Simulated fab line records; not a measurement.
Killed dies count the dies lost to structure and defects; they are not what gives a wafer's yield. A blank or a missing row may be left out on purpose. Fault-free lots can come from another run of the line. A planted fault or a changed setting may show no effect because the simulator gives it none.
Matching of chambers ; flow n5 finfet ; N5_SD_EPI_N_ETCHBACK_44 on rie diel-06 has 4 sister chambers
The step etches SiNx in CH3F/O2, stops on SiO2, target depth 14.5 nm. 4 wafers are shown with their chamber, then 10 later ones without.

## WAFERS PAIRED WITH THEIR CHAMBERS
wafer;chamber;showerhead plenum p Torr (Torr)
L083.1;2;2.00
L083.3;1;1.97
L084.1;3;1.87
L084.2;0;2.06

## WAFERS WITHOUT THEIR CHAMBER
wafer;showerhead plenum p Torr (Torr)
L084.3;2.00
L088.3;1.99
L088.4;2.06
L088.5;2.06
L094.3;1.86
L094.4;1.99
L094.6;1.86
L096.1;1.86
L096.2;1.99
L096.6;1.99

## EACH ONE'S CHAMBER
wafer;from the rows above;in truth
L084.3;2;2
L088.3;can't be placed: 2 or 1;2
L088.4;0;0
L088.5;0;0
L094.3;3;3
L094.4;can't be placed: 2 or 1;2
L094.6;3;3
L096.1;3;3
L096.2;can't be placed: 2 or 1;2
L096.6;can't be placed: 2 or 1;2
Placed correctly: 6 of 10. Unplaceable from these rows: 4, with the true chamber sitting among the candidates in 4. Number placed wrongly: 0.
How it was worked out, from the rows above alone: a wafer's distance from a chamber is the root of the sum, over the readings, of the square of ((its reading less the chamber's mean) divided by the reading's scatter). If the next closest chamber is less than 2 further off than the closest, the wafer can't be placed; otherwise it belongs to the closest. Each chamber's mean is taken over the wafers shown for it. The scatter: root of mean squared gap, hidden wafer to nearest shown wafer, with one shown wafer a chamber.
